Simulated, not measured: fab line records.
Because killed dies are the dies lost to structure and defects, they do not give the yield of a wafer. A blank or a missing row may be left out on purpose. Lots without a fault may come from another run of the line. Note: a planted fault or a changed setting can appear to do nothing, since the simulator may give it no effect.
Lot-split experiment | flow n5-finfet | 21 wafers read from 7 lots, route of 1938 steps

== ABOUT THE SPLIT ==
At N5_SD_ACTIVATION_LSA_01 (time 0.0008 s), the setting temp-c was moved away from the recipe's 1080 C on 6 of the 21 wafers read, by -2.9% to +1.5%. This setting was run at the recipe's value on the other wafers.

The file shows no step between the split and the reading.

== THE READING ==
At N5_SD_ACTIVATION_RS_MEAS_03, a four-point-probe measurement gives RS_SD_N in ohm/sq. On this fab line, fault-free wafers typically give 21.8 ohm/sq with a standard deviation of 0.31 ohm/sq.

wafer  | tool, chamber at the split | temp-c as run, C | against the recipe | RS_SD_N, ohm/sq | against lot-mates on the recipe
L076.1 | laser-anneal-01, 0         | 1080             | recipe             | 21.9            | -
L076.2 | laser-anneal-01, 0         | 1068             | -1.1%              | 22.7            | +0.8
L076.6 | laser-anneal-01, 0         | 1080             | recipe             | 21.8            | -
L082.2 | laser-anneal-01, 0         | 1080             | recipe             | 22.4            | -
L082.3 | laser-anneal-01, 0         | 1080             | recipe             | 22.5            | -
L082.4 | laser-anneal-01, 0         | 1080             | recipe             | 22.2            | -
L087.2 | laser-anneal-02, 0         | 1080             | recipe             | 21.6            | -
L087.3 | laser-anneal-02, 0         | 1080             | recipe             | 21.8            | -
L087.6 | laser-anneal-02, 0         | 1049             | -2.9%              | 25.0            | +3.3
L089.2 | laser-anneal-02, 0         | 1080             | recipe             | 21.5            | -
L089.3 | laser-anneal-02, 0         | 1080             | recipe             | 21.8            | -
L089.5 | laser-anneal-02, 0         | 1080             | recipe             | 21.6            | -
L092.1 | laser-anneal-01, 0         | 1080             | recipe             | 22.3            | -
L092.3 | laser-anneal-01, 0         | 1064             | -1.5%              | 24.0            | +1.7
L092.6 | laser-anneal-01, 0         | 1064             | -1.5%              | 23.8            | +1.5
L094.1 | laser-anneal-01, 0         | 1080             | recipe             | 22.1            | -
L094.3 | laser-anneal-01, 0         | 1080             | recipe             | 21.9            | -
L094.4 | laser-anneal-01, 0         | 1061             | -1.8%              | 24.1            | +2.1
L097.1 | laser-anneal-02, 0         | 1080             | recipe             | 21.9            | -
L097.3 | laser-anneal-02, 0         | 1080             | recipe             | 21.9            | -
L097.5 | laser-anneal-02, 0         | 1096             | +1.5%              | 20.2            | -1.7

FIT RESULTS
A straight line over all 21 wafers: RS_SD_N changes by -1.14 ohm/sq for each +1% of temp-c; r = -0.96; the points scatter about the line by 0.3 ohm/sq.
The same after taking each lot's own level away (the mean of its wafers on the recipe; 21 wafers): -1.12 ohm/sq for each +1%; r = -0.99; scatter 0.13 ohm/sq.
According to that fit, moving temp-c by its largest amount changes the reading by 3.2 ohm/sq.
The span of the lots' own levels, 21.63 to 22.37 ohm/sq, comes to 2.4 times the standard deviation stated above.
The two slopes are in agreement: the lot-to-lot level therefore moves the slope only a little.
Check: for one of the wafers moved furthest among these (-2.9%), held out of the fit, the line's prediction against its lot-mates is +3.13 ohm/sq. Against them it came out at +3.3 ohm/sq.
Tool readings at the split's step, against how far the setting was moved: wafer_temp_C_max r = +0.97.

== ADDITIONAL SPLITS CARRIED BY THESE WAFERS ==
Other splits were also applied to these wafers ahead of the reading. Each is held against what the fit with the lots' levels taken away leaves over:
other split on the same wafers | wafers away from the commonest value | r with RS_SD_N (lot level and that fit taken away)
N5_WELL_APT_COAT_02 spin-rpm   | 4                                    | +0.07
N5_WELL_APT_EXPOSE_05 dose-mj  | 5                                    | -0.03
N5_WELL_APT_EXPOSE_22 dose-mj  | 2                                    | -0.08
N5_WELL_APT_PEB_23 peb-time-s  | 7                                    | +0.23
N5_FIN_SAQP_ETCH_65 time-s     | 6                                    | +0.02
N5_SD_EPI_P_EPI_21 temp-c      | 10                                   | -0.51

== THE WHOLE CHAIN: every reading that the file lists as answering this split, in the file's order ==
step                        | what it does                 | reading          | change (the file's fit)              | r (the file's)
N5_SD_ACTIVATION_LSA_01     | time 0.0008 s                | wafer_temp_C_max | withheld for each +1% of the setting | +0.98
N5_SD_ACTIVATION_RS_MEAS_03 | measures by four-point-probe | RS_SD_N          | -1.12 for each +1% of the setting    | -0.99

== THE FILE'S OWN FIT ==
RS_SD_N changes by -1.12 ohm/sq for each +1% of temp-c, r = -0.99.
